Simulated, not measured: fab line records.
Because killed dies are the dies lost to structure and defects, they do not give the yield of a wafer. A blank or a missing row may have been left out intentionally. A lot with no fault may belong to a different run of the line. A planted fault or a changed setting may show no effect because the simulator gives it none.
fab line records	flow n5Finfet
[record] lots = 7	wafers = 39
route steps=1938 shown BEOL_M8@1377 BEOL_M10@1533 BEOL_M14@1762 MIM_TOP@1838
startH: hours from the record's first day to the start of the lot's first wafer shown	waitH: hours elapsed since this lot's preceding step	" unchanged from the row above	L1.1+2: a row that stands for several wafers	- no value, or no start given	* or withheld: withheld	< > ~ a bound
route shown NAME@n: NAME is a module with steps in the file, n the number in the route of the first one	usual: mean/standard deviation taken from wafers without a fault	same: alike in all rows	chamber/n: place in a boat	sites: each site's reading	_std_site: how widely they spread, as a standard deviation	_edge_site: the outer-site mean with the inner-site mean subtracted	radiusMm: for every site, how far away it sits from the centre of the wafer	mask NAME#n: copy n	behind: the last tool/chamber to shape the wafer	hold: cause of the lot's hold/its duration in hours/its outcome	device: the n, p or np transistor that did not switch	end of line: the tests these same wafers got at the end of their route	a step with no rows: only its recipe	killed: the dies lost at the first sort to structure and to defects; this is not the yield of the wafer	map: dies across one wafer; x = killed, . = not, _ = none there
set.NAME: the run value of the setting; set.NAME@STEP: its run value at that earlier step	model.NAME: the simulator's own value behind a step, which no gauge read
lots where settings were altered on purpose, with a table for each step and a row for each wafer
[[steps]]
[step N5_BEOL_M8_TRENCH_ETCH_37]
[recipe] chemistry = C4F6/O2	targetDepthA = 934.78	target = SiCOH_lowk	timeS = 31.2	ionEnergyEv = 250	pressureMtorr = 30	sourceW = 345	biasW = 185	Ar_flow_sccm = 300	C4F6_flow_sccm = 10	O2_flow_sccm = 10
lot.wafer	tool	chamber	startH	waitH	set.timeS	model.etch.depthNm	model.BEOL_M8.featureDepthNm	model.TiN_of_BEOL_M8_HM_DEP_02.thkNm
L084.1	rieDiel-01	0	-	-	31.2	93.64	93.6	17.6
L084.2	"	3	"	"	31.2	93.33	93.4	17.6
L084.3	"	2	"	"	31.2	93.31	93.4	17.4
L084.4	"	3	"	"	31.2	93.56	93.6	17.4
L084.5	"	0	"	"	31.2	93.62	93.6	17.4
L084.6	"	2	"	"	31.2	92.95	93	17.6
L085.3	rieDiel-02	1	-	-	31.2	92.08	92	17.8
L085.4	"	0	"	"	31.2	94.93	95	17.6
L085.6	"	1	"	"	31.2	92.42	92.4	17.6
L089.1	rieDiel-01	3	-	-	31.2	94.24	94.2	17.4
L089.2	"	0	"	"	31.2	93.42	93.4	17.4
L089.3	"	2	"	"	31.2	93.19	93.2	17.4
L089.4	"	2	"	"	31.2	94.04	94	17.4
L089.5	"	3	"	"	31.2	94.01	94	17.4
L089.6	"	0	"	"	31.2	94	94	17.4
L090.1	rieDiel-01	3	-	-	47.74	141.3	141.2	16.4
L090.2	"	0	"	"	47.74	142.9	142.8	16.2
L090.3	"	1	"	"	31.2	92.15	92.2	17.6
L090.4	"	2	"	"	31.2	92.73	92.8	17.4
L090.5	"	2	"	"	31.2	92.93	93	17.4
L090.6	"	3	"	"	47.74	141.5	141.6	16.2
L091.1	rieDiel-01	0	-	-	31.2	95.1	95	17.6
L091.2	"	2	"	"	31.2	93.08	93	17.6
L091.3	"	1	"	"	26.31	79	79	18
L091.4	"	3	"	"	31.2	93.35	93.4	17.6
L091.5	"	0	"	"	26.31	79.85	79.8	18
L091.6	"	3	"	"	26.31	78.49	78.4	18
L095.1	rieDiel-04	1	-	-	48.79	146.7	146.6	16
L095.2	"	0	"	"	48.79	147.2	147.2	16
L095.3	"	2	"	"	31.2	94.63	94.6	17.4
L095.4	"	3	"	"	31.2	94.85	94.8	17.4
L095.5	"	1	"	"	48.79	145.8	145.8	16
L095.6	"	0	"	"	31.2	94.13	94.2	17.6
L097.1	rieDiel-04	0	-	-	31.2	93.48	93.4	17.2
L097.2	"	1	"	"	31.2	93.63	93.6	17.4
L097.3	"	3	"	"	43.18	130.1	130.2	16.2
L097.4	"	2	"	"	43.18	129.2	129.2	16.2
L097.5	"	1	"	"	43.18	128.4	128.4	16.2
L097.6	"	2	"	"	31.2	93.01	93	17
[step N5_BEOL_M8_ETCH_41]
[recipe] chemistry = CH3F/O2	target = SiCN	targetDepthA = 319	taperDeg = 2	timeS = 57.8	ionEnergyEv = 120	maskMaterial = TiN	pressureMtorr = 30	sourceW = 395	biasW = 75	Ar_flow_sccm = 150	CH3F_flow_sccm = 30	O2_flow_sccm = 20
[step N5_BEOL_M8_STRIP_80]
[recipe] chemistry = N2/H2	timeS = 10	powerW = 450	tempC = 40	pressureMtorr = 20	rfFrequencyHz = 6e+07	biasPowerW = 7	n2FlowSccm = 200	h2FlowSccm = 200
[step N5_BEOL_M8_OCD_MEAS_38]
[usual] trenchDepthNm = 93.2/1.2
lot.wafer	tool	chamber	startH	waitH	set.timeS@BEOL_M8_TRENCH_ETCH_37	trenchDepthNm
L084.1	ocd-01	-	282.30	-	31.2	94.3
L084.2	"	-	"	"	31.2	93.2
L084.3	"	-	"	"	31.2	93.1
L084.4	"	-	"	"	31.2	93.8
L084.5	"	-	"	"	31.2	93.7
L084.6	"	-	"	"	31.2	93.0
L085.3	ocd-02	-	288.48	-	31.2	92.5
L085.4	"	-	"	"	31.2	95.1
L085.6	"	-	"	"	31.2	92.2
L089.1	ocd-02	-	297.50	-	31.2	94.5
L089.2	"	-	"	"	31.2	93.6
L089.3	"	-	"	"	31.2	93.2
L089.4	"	-	"	"	31.2	93.8
L089.5	"	-	"	"	31.2	94.1
L089.6	"	-	"	"	31.2	94.4
L090.1	ocd-01	-	313.70	-	47.74	141.6
L090.2	"	-	"	"	47.74	142.9
L090.3	"	-	"	"	31.2	92.3
L090.4	"	-	"	"	31.2	92.7
L090.5	"	-	"	"	31.2	93.0
L090.6	"	-	"	"	47.74	141.9
L091.1	ocd-02	-	323.59	-	31.2	95.3
L091.2	"	-	"	"	31.2	93.0
L091.3	"	-	"	"	26.31	78.8
L091.4	"	-	"	"	31.2	93.0
L091.5	"	-	"	"	26.31	80.7
L091.6	"	-	"	"	26.31	78.5
L095.1	ocd-01	-	341.89	-	48.79	146.5
L095.2	"	-	"	"	48.79	147.1
L095.3	"	-	"	"	31.2	94.4
L095.4	"	-	"	"	31.2	95.2
L095.5	"	-	"	"	48.79	145.8
L095.6	"	-	"	"	31.2	94.1
L097.1	ocd-02	-	352.23	-	31.2	93.7
L097.2	"	-	"	"	31.2	93.0
L097.3	"	-	"	"	43.18	129.6
L097.4	"	-	"	"	43.18	129.6
L097.5	"	-	"	"	43.18	128.7
L097.6	"	-	"	"	31.2	92.8
[step N5_BEOL_M8_HM_STRIP_39]
[recipe] chemistry = peroxideTinStrip	material = TiN	targetDepthA = 250	tempC = 50	timeS = 158
[step N5_BEOL_M8_SRD_40]
[recipe] timeS = 30	tempC = 23	rinseLiquid = diw	dry = ipaMarangoni
[step N5_BEOL_M8_ECD_50]
[recipe] material = Cu	targetThkA = 3000
[step N5_BEOL_M8_ANNEAL_51]
[recipe] tempC = 225	timeS = 90	ambient = N2
[step N5_BEOL_M8_CMP_52]
[recipe] stopOn = SiCOH_lowk	tOverpolishS = 6.9	downForcePsi = 1	platenRpm = 50	clearingPlatenDownForcePsi = 1.5	clearingPlatenRpm = 50	postCmpClean = cuAlkaline	targetThkNm = 80	clearingPlatenPadVelocityMS = 0.99484	padVelocityMS = 0.99484
lot.wafer	tool	chamber	startH	waitH	set.timeS@BEOL_M8_TRENCH_ETCH_37	model.Cu_of_BEOL_M8_ECD_50.thkNm
L084.1	cmp-02	0	284.70	0.3	31.2	80.6
L084.3	"	1	"	"	31.2	81.4
L084.2	"	2	"	"	31.2	79.8
L084.4	"	3	"	"	31.2	79.6
L084.6	"	0	"	"	31.2	78.8
L084.5	"	1	"	"	31.2	81.8
L085.3	cmp-01	1	292.06	0.2	31.2	78
L085.4	"	2	"	"	31.2	79.2
L085.6	"	2	"	"	31.2	77.2
L089.4	cmp-01	3	299.87	0.1	31.2	80.2
L089.1	"	0	"	"	31.2	80.4
L089.2	"	1	"	"	31.2	79.8
L089.3	"	2	"	"	31.2	78.6
L089.5	"	3	"	"	31.2	79
L089.6	"	0	"	"	31.2	78
L090.2	cmp-04	3	315.33	0.2	47.74	129.8
L090.4	"	0	"	"	31.2	79
L090.1	"	1	"	"	47.74	127.8
L090.3	"	2	"	"	31.2	80.2
L090.5	"	3	"	"	31.2	80.4
L090.6	"	0	"	"	47.74	127.6
L091.4	cmp-02	3	326.31	0.1	31.2	81
L091.2	"	0	"	"	31.2	80.4
L091.3	"	1	"	"	26.31	66.4
L091.1	"	2	"	"	31.2	82.4
L091.6	"	3	"	"	26.31	66.6
L091.5	"	0	"	"	26.31	66.2
L095.2	cmp-04	3	344.11	0.2	48.79	131.6
L095.1+5	"	0	"	"	48.79	130.4
L095.4	"	1	"	"	31.2	78.4
L095.3	"	2	"	"	31.2	78
L095.6	"	3	"	"	31.2	77.8
L097.3	cmp-02	1	355.90	0.2	43.18	117.4
L097.1	"	2	"	"	31.2	79.6
L097.4	"	3	"	"	43.18	116.8
L097.2	"	0	"	"	31.2	80.4
L097.5	"	1	"	"	43.18	115.6
L097.6	"	2	"	"	31.2	80
[step N5_BEOL_M8_THK_MEAS_53]
[recipe] thkMeasGauge = xrf	reads = Cu_of_BEOL_M8_ECD_50
[usual] M8_THK = 80.4/1.7
lot.wafer	tool	chamber	startH	waitH	set.timeS@BEOL_M8_TRENCH_ETCH_37	M8_THK[nm]
L084.1	filmMetro-01	-	284.99	-	31.2	82.3
L084.2	"	-	"	"	31.2	81.8
L084.3	"	-	"	"	31.2	83.4
L084.4	"	-	"	"	31.2	81.5
L084.5	"	-	"	"	31.2	84.0
L084.6	"	-	"	"	31.2	80.7
L085.3	filmMetro-01	-	292.35	-	31.2	79.0
L085.4	"	-	"	"	31.2	80.2
L085.6	"	-	"	"	31.2	78.4
L089.1	filmMetro-01	-	300.17	-	31.2	82.3
L089.2	"	-	"	"	31.2	81.8
L089.3	"	-	"	"	31.2	80.2
L089.4	"	-	"	"	31.2	81.9
L089.5	"	-	"	"	31.2	80.9
L089.6	"	-	"	"	31.2	79.4
L090.1	filmMetro-01	-	315.63	-	47.74	128.7
L090.2	"	-	"	"	47.74	130.9
L090.3	"	-	"	"	31.2	81.0
L090.4	"	-	"	"	31.2	79.7
L090.5	"	-	"	"	31.2	81.2
L090.6	"	-	"	"	47.74	128.1
L091.1	filmMetro-01	-	326.61	-	31.2	83.4
L091.2	"	-	"	"	31.2	81.4
L091.3	"	-	"	"	26.31	67.1
L091.4	"	-	"	"	31.2	82.2
L091.5	"	-	"	"	26.31	66.8
L091.6	"	-	"	"	26.31	67.2
L095.1	filmMetro-01	-	344.40	-	48.79	133.1
L095.2	"	-	"	"	48.79	134.8
L095.3	"	-	"	"	31.2	79.8
L095.4	"	-	"	"	31.2	79.9
L095.5	"	-	"	"	48.79	134.0
L095.6	"	-	"	"	31.2	79.7
L097.1	filmMetro-02	-	356.19	-	31.2	79.3
L097.2	"	-	"	"	31.2	80.6
L097.3	"	-	"	"	43.18	117.6
L097.4	"	-	"	"	43.18	117.0
L097.5	"	-	"	"	43.18	115.7
L097.6	"	-	"	"	31.2	80.1
[step N5_BEOL_M8_PRE_CLEAN_55]
[recipe] gas = NH3	timeS = 15	tempC = withheld	rfPowerW = 300
[step N5_BEOL_M8_DEP_56]
[recipe] material = SiCN	targetThkA = 100	tempC = withheld	precursor = 3MS/NH3	pressureTorr = 3	rfW = 202	timeS = 17.5
[step N5_BEOL_M8_RS_MEAS_57]
[recipe] thkMeasGauge = four-point-probe	reads = Cu_of_BEOL_M8_ECD_50+Co_of_BEOL_M8_CVD_78+TaN_of_BEOL_M8_ALD_77
[usual] M8_RS = 0.290/0.0074
lot.wafer	tool	chamber	startH	waitH	set.timeS@BEOL_M8_TRENCH_ETCH_37	M8_RS[ohm/sq]
L084.1	filmMetro-02	-	285.12	0.1	31.2	0.284
L084.2	"	-	"	"	31.2	0.287
L084.3	"	-	"	"	31.2	0.280
L084.4	"	-	"	"	31.2	0.288
L084.5	"	-	"	"	31.2	0.278
L084.6	"	-	"	"	31.2	0.291
L085.3	filmMetro-01	-	292.48	0.1	31.2	0.295
L085.4	"	-	"	"	31.2	0.290
L085.6	"	-	"	"	31.2	0.298
L089.1	filmMetro-01	-	300.30	0.1	31.2	0.284
L089.2	"	-	"	"	31.2	0.288
L089.3	"	-	"	"	31.2	0.293
L089.4	"	-	"	"	31.2	0.284
L089.5	"	-	"	"	31.2	0.291
L089.6	"	-	"	"	31.2	0.295
L090.1	filmMetro-02	-	315.76	0.1	47.74	0.167
L090.2	"	-	"	"	47.74	0.165
L090.3	"	-	"	"	31.2	0.285
L090.4	"	-	"	"	31.2	0.291
L090.5	"	-	"	"	31.2	0.285
L090.6	"	-	"	"	47.74	0.168
L091.1	filmMetro-02	-	326.77	0.1	31.2	0.276
L091.2	"	-	"	"	31.2	0.284
L091.3	"	-	"	"	26.31	0.356
L091.4	"	-	"	"	31.2	0.281
L091.5	"	-	"	"	26.31	0.358
L091.6	"	-	"	"	26.31	0.356
L095.1	filmMetro-02	-	344.53	0.1	48.79	0.164
L095.2	"	-	"	"	48.79	0.162
L095.3	"	-	"	"	31.2	0.294
L095.4	"	-	"	"	31.2	0.293
L095.5	"	-	"	"	48.79	0.164
L095.6	"	-	"	"	31.2	0.295
L097.1	filmMetro-01	-	356.32	0.1	31.2	0.288
L097.2	"	-	"	"	31.2	0.285
L097.3	"	-	"	"	43.18	0.184
L097.4	"	-	"	"	43.18	0.186
L097.5	"	-	"	"	43.18	0.188
L097.6	"	-	"	"	31.2	0.286
[step N5_BEOL_M10_DEP_56]
[recipe] material = SiCN	targetThkA = 150	tempC = withheld	precursor = 3MS/NH3	pressureTorr = 3	rfW = 202	timeS = 26.5
lot.wafer	tool	chamber	startH	waitH	set.targetThkA	model.SiCN_of_BEOL_M10_DEP_56.thkNm
L084.1+2+5	pecvd-04	1,2,0	299.69	0.0	217.6	21.6
L084.3+6	"	0,1	"	"	150	15
L084.4	"	2	"	"	150	15.2
L085.3+4	pecvd-04	1,2	310.63	0.0	150	15
L085.6	"	1	"	"	150	14.8
L089.1+2	pecvd-04	2,1	317.70	0.0	150	14.8
L089.3	"	0	"	"	77.02	7.4
L089.4	"	0	"	"	77.02	7.6
L089.5	"	1	"	"	77.02	7.8
L089.6	"	2	"	"	150	15.2
L090.1	pecvd-03	0	328.97	0.0	150	15
L090.2	"	2	"	"	194	19.8
L090.3	"	1	"	"	194	19.4
L090.4	"	2	"	"	150	15.4
L090.5	"	1	"	"	194	19.6
L090.6	"	0	"	"	150	15.2
L091.1	pecvd-04	1	341.42	0.0	96.82	9.6
L091.2	"	0	"	"	150	15.2
L091.3	"	2	"	"	96.82	9.8
L091.4+6	"	0,1	"	"	150	15.4
L091.5	"	2	"	"	96.82	10
L095.1	pecvd-02	2	364.71	0.0	150	14.6
L095.2	"	0	"	"	239.8	23.8
L095.3	"	1	"	"	150	15
L095.4	"	0	"	"	239.8	24.4
L095.5	"	1	"	"	239.8	24.2
L095.6	"	2	"	"	150	15.2
L097.1+3	pecvd-03	1,2	380.62	0.0	63.97	6.4
L097.2	"	0	"	"	63.97	6.6
L097.4+6	"	1,0	"	"	150	15.2
L097.5	"	2	"	"	150	15.4
[step N5_BEOL_M14_SPUTTER_43]
[recipe] material = TaN	targetThkA = 150	tempC = 50	biasV = 168.6	powerW = 15000	chamberPressurePa = 0.12	timeS = 24.19
lot.wafer	tool	chamber	startH	waitH	set.targetThkA	model.TaN_of_BEOL_M14_SPUTTER_43.thkNm
L084.1	pvdSputter-01	-	321.54	0.0	69.23	7
L084.2+5+6	"	-	"	"	150	14.8
L084.3+4	"	-	"	"	69.23	6.8
L085.3+4+6	pvdSputter-01	-	333.40	0.0	150	14.8
L089.1+5	pvdSputter-03	-	340.70	0.0	150	14.8
L089.2	"	-	"	"	150	15
L089.3+4	"	-	"	"	111.4	11
L089.6	"	-	"	"	111.4	10.8
L090.1+5	pvdSputter-03	-	352.62	0.0	150	15
L090.2+4+6	"	-	"	"	76.88	7.6
L090.3	"	-	"	"	150	14.8
L091.1+6	pvdSputter-01	-	366.70	0.0	150	14.8
L091.2	"	-	"	"	173.9	17
L091.3	"	-	"	"	150	14.6
L091.4	"	-	"	"	173.9	17.4
L091.5	"	-	"	"	173.9	17.2
L095.1+4	pvdSputter-02	-	388.62	0.0	184.1	18.8
L095.2+6	"	-	"	"	150	15.4
L095.3	"	-	"	"	150	15.2
L095.5	"	-	"	"	184.1	18.6
L097.1+4	pvdSputter-03	-	403.04	0.0	150	15.2
L097.2+3	"	-	"	"	79.74	8.4
L097.5	"	-	"	"	79.74	8.2
L097.6	"	-	"	"	150	15.4
[step N5_BEOL_M14_SPUTTER_44]
[recipe] material = Ta	targetThkA = 150	tempC = 50	biasV = 80	powerW = 15000	chamberPressurePa = 0.07	timeS = 24.19
[step N5_BEOL_M14_SPUTTER_45]
[recipe] material = Cu	targetThkA = 1000	tempC = -20	biasV = 60	powerW = 26000	chamberPressurePa = 0.13	timeS = 16.67
[step N5_BEOL_M14_ECD_47]
[recipe] material = Cu	targetThkA = 12480
[step N5_BEOL_M14_ANNEAL_48]
[recipe] tempC = 225	timeS = 90	ambient = N2
[step N5_BEOL_M14_CMP_49]
[recipe] stopOn = SiO2	tOverpolishS = 5.2	downForcePsi = 2	platenRpm = 80	clearingPlatenDownForcePsi = 2	clearingPlatenRpm = 80	postCmpClean = cuAlkaline	targetThkNm = 560	clearingPlatenPadVelocityMS = 1.5917	padVelocityMS = 1.5917
[usual] barrierFieldEndpointS = 11.38/0.29
lot.wafer	tool	chamber	startH	waitH	set.targetThkA@BEOL_M14_SPUTTER_43	barrierFieldEndpointS
L084.2	cmp-03	2	322.30	0.2	150	11.44
L084.4	"	3	"	"	69.23	8.35
L084.3	"	0	"	"	69.23	8.53
L084.1	"	1	"	"	69.23	8.13
L084.6	"	2	"	"	150	11.87
L084.5	"	3	"	"	150	11.41
L085.4	cmp-04	0	334.16	0.1	150	11.24
L085.3	"	2	"	"	150	11.29
L085.6	"	0	"	"	150	11.23
L089.4	cmp-02	0	341.47	0.1	111.4	9.48
L089.1	"	1	"	"	150	11.26
L089.2	"	2	"	"	150	10.86
L089.3	"	3	"	"	111.4	9.40
L089.5	"	0	"	"	150	10.85
L089.6	"	1	"	"	111.4	9.47
L090.3	cmp-02	3	353.39	0.2	150	11.24
L090.2	"	0	"	"	76.88	8.25
L090.4	"	1	"	"	76.88	8.63
L090.1	"	2	"	"	150	11.34
L090.5	"	3	"	"	150	11.16
L090.6	"	0	"	"	76.88	8.55
L091.3	cmp-02	1	367.65	0.3	150	11.43
L091.2	"	2	"	"	173.9	11.99
L091.1	"	3	"	"	150	11.46
L091.4	"	0	"	"	173.9	12.49
L091.5	"	1	"	"	173.9	12.36
L091.6	"	2	"	"	150	11.43
L095.4	cmp-04	2	389.40	0.1	184.1	12.71
L095.2	"	3	"	"	150	11.59
L095.3	"	0	"	"	150	11.29
L095.1	"	1	"	"	184.1	12.55
L095.6	"	2	"	"	150	11.84
L095.5	"	3	"	"	184.1	12.71
L097.1	cmp-02	1	403.81	0.3	150	11.59
L097.2	"	2	"	"	79.74	8.77
L097.3	"	3	"	"	79.74	8.88
L097.4	"	0	"	"	150	11.20
L097.6	"	1	"	"	150	11.55
L097.5	"	2	"	"	79.74	8.92
[step N5_MIM_TOP_SPUTTER_03]
[recipe] material = TiN	targetThkA = 350	tempC = 200	powerW = 3000	chamberPressurePa = 0.49996	gas = Ar	reactivePartialPa = 0.37997	timeS = 89.7
lot.wafer	tool	chamber	startH	waitH	set.timeS	model.TiN_of_MIM_TOP_SPUTTER_03.thkNm
L084.1	pvdSputter-02	-	332.94	0.0	57.27	23
L084.2+6	"	-	"	"	57.27	22.8
L084.3	"	-	"	"	89.7	35.4
L084.4+5	"	-	"	"	89.7	35.6
L085.3+6	pvdSputter-03	-	346.94	0.0	89.7	35.4
L085.4	"	-	"	"	89.7	35.2
L089.1+4+6	pvdSputter-01	-	358.53	0.0	89.7	35.4
L089.2	"	-	"	"	89.7	35
L089.3+5	"	-	"	"	89.7	35.2
L090.1+2+4+5	pvdSputter-01	-	364.62	0.0	89.7	35.4
L090.3+6	"	-	"	"	89.7	35.2
L091.1+4+6	pvdSputter-03	-	377.59	0.0	89.7	35
L091.2+5	"	-	"	"	89.7	35.2
L091.3	"	-	"	"	89.7	34.8
L095.1+6	pvdSputter-03	-	397.34	0.0	89.7	35.4
L095.2+3+4+5	"	-	"	"	89.7	35.2
L097.1+5	pvdSputter-02	-	416.06	0.0	89.7	35.2
L097.2	"	-	"	"	75.92	29.8
L097.3	"	-	"	"	89.7	35
L097.4+6	"	-	"	"	75.92	29.6
[[key]]
[split] step = N5_BEOL_M8_TRENCH_ETCH_37	setting = timeS	stated = 31.2	by = wafer
[response] step = N5_BEOL_M8_TRENCH_ETCH_37	reading = model.etch.depthNm	change = +0.928	per = 1%	r = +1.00
[response] step = N5_BEOL_M8_TRENCH_ETCH_37	reading = model.BEOL_M8.featureDepthNm	change = +0.928	per = 1%	r = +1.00
[response] step = N5_BEOL_M8_TRENCH_ETCH_37	reading = model.TiN_of_BEOL_M8_HM_DEP_02.thkNm	change = -0.0248	per = 1%	r = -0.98
[response] step = N5_BEOL_M8_OCD_MEAS_38	reading = trenchDepthNm	change = +0.93	per = 1%	r = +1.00
[response] step = N5_BEOL_M8_CMP_52	reading = model.Cu_of_BEOL_M8_ECD_50.thkNm	change = +0.932	per = 1%	r = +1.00
[response] step = N5_BEOL_M8_THK_MEAS_53	reading = M8_THK	change = +0.945	per = 1%	r = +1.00
[response] step = N5_BEOL_M8_RS_MEAS_57	reading = M8_RS	change = -0.00244	per = 1%	r = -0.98
[split] step = N5_BEOL_M10_DEP_56	setting = targetThkA	stated = 150	by = wafer
[response] step = N5_BEOL_M10_DEP_56	reading = model.SiCN_of_BEOL_M10_DEP_56.thkNm	change = +0.152	per = 1%	r = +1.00
[split] step = N5_BEOL_M14_SPUTTER_43	setting = targetThkA	stated = 150	by = wafer
[response] step = N5_BEOL_M14_SPUTTER_43	reading = model.TaN_of_BEOL_M14_SPUTTER_43.thkNm	change = +0.149	per = 1%	r = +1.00
[response] step = N5_BEOL_M14_CMP_49	reading = barrierFieldEndpointS	change = +0.0571	per = 1%	r = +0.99
[split] step = N5_MIM_TOP_SPUTTER_03	setting = timeS	stated = 89.7	by = wafer
[response] step = N5_MIM_TOP_SPUTTER_03	reading = model.TiN_of_MIM_TOP_SPUTTER_03.thkNm	change = +0.351	per = 1%	r = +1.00
